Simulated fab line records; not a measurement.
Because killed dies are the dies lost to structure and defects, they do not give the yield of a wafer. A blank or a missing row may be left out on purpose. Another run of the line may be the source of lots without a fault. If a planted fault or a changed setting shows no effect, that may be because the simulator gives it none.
Matching of chambers / flow n5Finfet / N5_BEOL_M11_ILD_DEP_00 on pecvd-01: 3 sister chambers
The step deposits SiCOH lowk from DEMS/porogen, target thk 308.51 nm, time 58 s. 18 wafers are shown with their chamber, then 9 later ones without.

== WAFERS PAIRED WITH THEIR CHAMBERS ==
wafer=L080.3; chamber=0; throttleValvePct (%)=15.0; showerheadPlenumPTorr (Torr)=5.747; heaterPowerW (W)=389
wafer=L080.5; chamber=1; throttleValvePct (%)=13.3; showerheadPlenumPTorr (Torr)=5.727; heaterPowerW (W)=305
wafer=L080.6; chamber=0; throttleValvePct (%)=15.0; showerheadPlenumPTorr (Torr)=5.738; heaterPowerW (W)=381
wafer=L082.2; chamber=2; throttleValvePct (%)=13.4; showerheadPlenumPTorr (Torr)=5.741; heaterPowerW (W)=423
wafer=L082.4; chamber=2; throttleValvePct (%)=13.4; showerheadPlenumPTorr (Torr)=5.768; heaterPowerW (W)=340
wafer=L082.6; chamber=0; throttleValvePct (%)=15.1; showerheadPlenumPTorr (Torr)=5.760; heaterPowerW (W)=387
wafer=L085.1; chamber=1; throttleValvePct (%)=13.5; showerheadPlenumPTorr (Torr)=5.724; heaterPowerW (W)=370
wafer=L085.3; chamber=0; throttleValvePct (%)=14.9; showerheadPlenumPTorr (Torr)=5.756; heaterPowerW (W)=392
wafer=L085.5; chamber=2; throttleValvePct (%)=13.4; showerheadPlenumPTorr (Torr)=5.759; heaterPowerW (W)=372
wafer=L086.2; chamber=0; throttleValvePct (%)=14.9; showerheadPlenumPTorr (Torr)=5.763; heaterPowerW (W)=400
wafer=L086.3; chamber=1; throttleValvePct (%)=13.5; showerheadPlenumPTorr (Torr)=5.731; heaterPowerW (W)=349
wafer=L086.6; chamber=2; throttleValvePct (%)=13.6; showerheadPlenumPTorr (Torr)=5.749; heaterPowerW (W)=364
wafer=L087.1; chamber=2; throttleValvePct (%)=13.5; showerheadPlenumPTorr (Torr)=5.747; heaterPowerW (W)=366
wafer=L087.3; chamber=1; throttleValvePct (%)=13.1; showerheadPlenumPTorr (Torr)=5.728; heaterPowerW (W)=377
wafer=L087.6; chamber=0; throttleValvePct (%)=15.2; showerheadPlenumPTorr (Torr)=5.734; heaterPowerW (W)=318
wafer=L089.1; chamber=2; throttleValvePct (%)=13.4; showerheadPlenumPTorr (Torr)=5.752; heaterPowerW (W)=408
wafer=L089.5; chamber=0; throttleValvePct (%)=15.2; showerheadPlenumPTorr (Torr)=5.758; heaterPowerW (W)=401
wafer=L089.6; chamber=1; throttleValvePct (%)=13.4; showerheadPlenumPTorr (Torr)=5.735; heaterPowerW (W)=346

SIGNATURES (averages over the wafers above)
reading=throttleValvePct; chamber 0=15.043; chamber 1=13.360; chamber 2=13.450; scatter within a chamber=0.128
reading=showerheadPlenumPTorr; chamber 0=5.75086; chamber 1=5.72900; chamber 2=5.75267; scatter within a chamber=0.00931
reading=heaterPowerW; chamber 0=381.14; chamber 1=349.40; chamber 2=378.83; scatter within a chamber=29.3
Rule: distance of a wafer from a chamber = root of the sum over the readings of ((wafer's reading minus chamber's mean) / reading's scatter) squared. The wafer belongs to the nearest chamber; if the next one is less than 2 further off, it can't be placed. The scatter: take each reading less its chamber's mean, square it, sum over the shown wafers, divide by the number of wafers less the number of chambers, and take the root.

== WAFERS WITH NO CHAMBER GIVEN ==
wafer=L090.1; throttleValvePct (%)=15.2; showerheadPlenumPTorr (Torr)=5.765; heaterPowerW (W)=338
wafer=L090.3; throttleValvePct (%)=13.3; showerheadPlenumPTorr (Torr)=5.733; heaterPowerW (W)=307
wafer=L090.4; throttleValvePct (%)=13.1; showerheadPlenumPTorr (Torr)=5.725; heaterPowerW (W)=317
wafer=L096.1; throttleValvePct (%)=13.6; showerheadPlenumPTorr (Torr)=5.735; heaterPowerW (W)=410
wafer=L096.4; throttleValvePct (%)=13.4; showerheadPlenumPTorr (Torr)=5.731; heaterPowerW (W)=362
wafer=L096.5; throttleValvePct (%)=15.3; showerheadPlenumPTorr (Torr)=5.754; heaterPowerW (W)=395
wafer=L097.1; throttleValvePct (%)=13.5; showerheadPlenumPTorr (Torr)=5.762; heaterPowerW (W)=341
wafer=L097.3; throttleValvePct (%)=13.3; showerheadPlenumPTorr (Torr)=5.751; heaterPowerW (W)=361
wafer=L097.5; throttleValvePct (%)=15.2; showerheadPlenumPTorr (Torr)=5.745; heaterPowerW (W)=353

== WHICH CHAMBER EACH ONE RAN IN ==
wafer=L090.1; from the rows above=0; in truth=0
wafer=L090.3; from the rows above=can't be placed: 1 or 2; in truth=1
wafer=L090.4; from the rows above=1; in truth=1
wafer=L096.1; from the rows above=can't be placed: 2 or 1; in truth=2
wafer=L096.4; from the rows above=can't be placed: 1 or 2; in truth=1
wafer=L096.5; from the rows above=0; in truth=0
wafer=L097.1; from the rows above=2; in truth=2
wafer=L097.3; from the rows above=can't be placed: 2 or 1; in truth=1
wafer=L097.5; from the rows above=0; in truth=0
Correct placement for 5 of the 9. Cannot be placed on the basis of these rows: 4; the candidates contain the true chamber in 4. Placed wrongly: 0.
